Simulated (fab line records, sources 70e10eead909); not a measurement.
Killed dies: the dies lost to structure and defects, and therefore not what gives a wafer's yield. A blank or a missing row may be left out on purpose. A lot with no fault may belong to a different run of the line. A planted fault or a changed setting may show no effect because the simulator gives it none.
Comparing a struck lot with a sound one | flow nand harc | 38 out of 1302 route steps
Sound: wafers L978.1, L978.2, L978.3. Wafers struck: L994.2, L994.4. The cause is given at the end.
For every step that has rows: the tool of each side, followed by ch and its chambers, followed by its first start. Under that, the readings that differ: sound wafers | struck wafers | difference of the means | sigmas: that difference in standard deviations of wafers without a fault.
alike: a reading whose means differ by less than 2 such deviations, as well as words and numbers matching on both sides. not compared: withheld readings; readings where some wafer has no value; bounds like >300 that might hide an equal value; numbers whose values overlap and for which the record gives no deviation.
A row with sigmas, a row that says differs or no value, or rows on one side alone: a step with any of these is where the two part. Numbers that don't overlap but have no deviation are shown without sigmas and don't part them. Lack of a reading on every wafer of one side parts them only where that side has two or more wafers.

first, 10 steps without rows for these wafers: NHARC_A_CHANNEL_HOLE_D2_DEP_00 (deposits aC, target thk 3100 nm); NHARC_A_CHANNEL_HOLE_D2_DEP_01 (deposits SiON, target thk 140 nm); NHARC_A_CHANNEL_HOLE_D2_DEHYDRATE_02 (time 120 s); NHARC_A_CHANNEL_HOLE_D2_HMDS_03 (time 30 s); NHARC_A_CHANNEL_HOLE_D2_COAT_36 (time 75 s); NHARC_A_CHANNEL_HOLE_D2_COAT_37 (time 65 s); NHARC_A_CHANNEL_HOLE_D2_COAT_04 (resist thk 90 nm); NHARC_A_CHANNEL_HOLE_D2_SOFTBAKE_05 (time 55 s); NHARC_A_CHANNEL_HOLE_D2_EBR_06; NHARC_A_CHANNEL_HOLE_D2_EXPOSE_07 (exposes mask HOLE D2, target cd 100 nm).
NHARC_A_CHANNEL_HOLE_D2_PEB_08: peb time 65 s.
  sound on litho track-01 ch 0, day 15 01:49; struck on litho track-01 ch 0, day 21 10:47
  reading                  | sound             | struck      | difference | sigmas
  heater power total W (W) | 156.5 157.0 157.1 | 297.0 295.2 | +139.2     | +99 or more
  alike: resist line temp C
then, 1 step without rows for these wafers: NHARC_A_CHANNEL_HOLE_D2_DEVELOP_09 (develop time 35 s).
NHARC_A_CHANNEL_HOLE_D2_CD_MEAS_10: the cd target is 100 nm.
  sound on cd sem-03 ch 0, day 15 01:53; struck on cd sem-02 ch 0, day 21 10:52
  reading    | sound             | struck    | difference | sigmas
  cd nm (nm) | 100.6 101.0 101.2 | 60.2 61.1 | -40.3      | -75
NHARC_A_CHANNEL_HOLE_D2_DESCUM_15: chemistry O2, time 3 s.
  sound on rie diel-01 ch 0,2,3, day 15 02:05; struck on rie diel-01 ch 0,3, day 21 11:04
  reading                            | sound           | struck      | difference | sigmas
  rf hours counter h (h)             | 6.6 6.2 5.7     | 4.0 3.6     | -2.4       |
  model.A_CHANNEL_HOLE_D2.cd nm (nm) | 100.1 99.96 101 | 59.42 61.87 | -39.71     |
  alike: drypump motor current A, oes product au, rf vpp V, showerhead plenum p Torr, throttle valve pct
then, 4 steps without rows for these wafers: NHARC_A_CHANNEL_HOLE_D2_ETCH_38 (etches the open film in CF4, target depth 39 nm, time 65 s); NHARC_A_CHANNEL_HOLE_D2_ETCH_39 (etches the open film in N2/H2, target depth 260 nm, time 325 s); NHARC_A_CHANNEL_HOLE_D2_ETCH_34 (etches the open film in CF4/CHF3, target depth 154 nm, time 77 s); NHARC_A_CHANNEL_HOLE_D2_ETCH_16 (etches the open film in O2/COS, target depth 3100 nm, time 806 s).
NHARC_A_CHANNEL_HOLE_D2_CD_MEAS_18:
  sound on cd sem-01 at day 15 03:11; struck on cd sem-01 at day 21 12:10
  reading    | sound          | struck    | difference | sigmas
  cd nm (nm) | 98.5 99.1 98.8 | 56.7 62.3 | -39.3      | -17
then, 12 steps without rows for these wafers: NHARC_A_CHANNEL_HOLE_D2_ETCH_19 (etches the open film in C4F8/O2/Ar, time 34.5 s); NHARC_A_CHANNEL_HOLE_D2_ETCH_20 (etches the open film in C4F8/O2/Ar, time 361.9 s, target depth 1600 nm); NHARC_A_CHANNEL_HOLE_D2_ETCH_21 (etches the open film in C4F8/O2/Ar, time 514.3 s, target depth 1600 nm); NHARC_A_CHANNEL_HOLE_D2_ETCH_22 (etches the open film in C4F8/O2/Ar, time 666.7 s, target depth 1600 nm); NHARC_A_CHANNEL_HOLE_D2_ETCH_23 (etches the open film in C4F8/O2/Ar, time 819 s, target depth 1600 nm); NHARC_A_CHANNEL_HOLE_D2_ETCH_24 (etches the open film in C4F8/O2/Ar, time 906.2 s, target depth 1500 nm); NHARC_A_CHANNEL_HOLE_D2_ETCH_25 (etches the open film in C4F8/O2/Ar, time 1040.2 s, target depth 1500 nm); NHARC_A_CHANNEL_HOLE_D2_ETCH_26 (etches the open film in C4F8/O2/Ar, time 224.1 s, target depth 300 nm); NHARC_A_CHANNEL_HOLE_D2_ETCH_27 (etches the open film in C4F8/O2/Ar, time 90 s, target depth 400 nm); NHARC_A_CHANNEL_HOLE_D2_STRIP_41 (strips in N2/H2); NHARC_A_CHANNEL_HOLE_D2_STRIP_42 (strips in CF4/CHF3); NHARC_A_CHANNEL_HOLE_D2_STRIP_43 (strips in O2/COS).
NHARC_A_CHANNEL_HOLE_D2_ETCH_44: etches the open film in CF4/O2, target depth 140 nm, overetch 14 nm, time 77 s.
  sound on rie diel-02 ch 0,1,2, day 15 10:23; struck on rie diel-01 ch 0,1, day 21 16:58
  reading                            | sound             | struck      | difference | sigmas
  rf hours counter h (h)             | 6.4 8.0 9.4       | 4.6 4.5     | -3.4       |
  model.A_CHANNEL_HOLE_D2.cd nm (nm) | 92.01 89.39 90.83 | 49.22 49.84 | -41.21     |
  alike: bias w, drypump motor current A, oes product au, rf vpp V, showerhead plenum p Torr, throttle valve pct
then, 3 steps without rows for these wafers: NHARC_A_CHANNEL_HOLE_D2_STRIP_28 (strips in O2); NHARC_A_CHANNEL_HOLE_D2_PRECLEAN_29 (cleans in SC1); NHARC_A_CHANNEL_HOLE_D2_SRD_30.
NHARC_A_CHANNEL_HOLE_D2_CD_MEAS_31:
  sound on cd sem-03 at day 15 11:11; struck on cd sem-01 at day 21 17:51
  reading    | sound          | struck    | difference | sigmas
  cd nm (nm) | 92.2 88.5 90.4 | 48.8 49.7 | -41.1      | -27
NHARC_A_CHANNEL_HOLE_D2_XSEM_32:
  sound on xsem-02 ch 0, day 15 11:17; struck on xsem-01 ch 0, day 21 17:56
  reading        | sound          | struck    | difference | sigmas
  bot cd nm (nm) | 77.1 73.8 74.9 | 32.6 33.4 | -42.3      | -23
  alike: bow nm, tilt deg
-- break in the record here, with 11 days between the starts of the struck wafers on either side (left off in module A_CHANNEL_HOLE_D2, picked up again in module END, where the first step shown is number 1302 on the route) --
NHARC_END_SORT_01:
  here the record holds rows for the struck wafers (prober-01 ch 0, day 32 18:41) but none for the sound ones

== WHERE THEY PART ==
Earliest at NHARC_A_CHANNEL_HOLE_D2_PEB_08; latest, in this record, at NHARC_END_SORT_01.

WHY: whatever the simulator had introduced
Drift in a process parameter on litho track-01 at NHARC_A_CHANNEL_HOLE_D2_PEB_08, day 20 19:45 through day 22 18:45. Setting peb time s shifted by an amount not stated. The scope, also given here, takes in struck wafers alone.
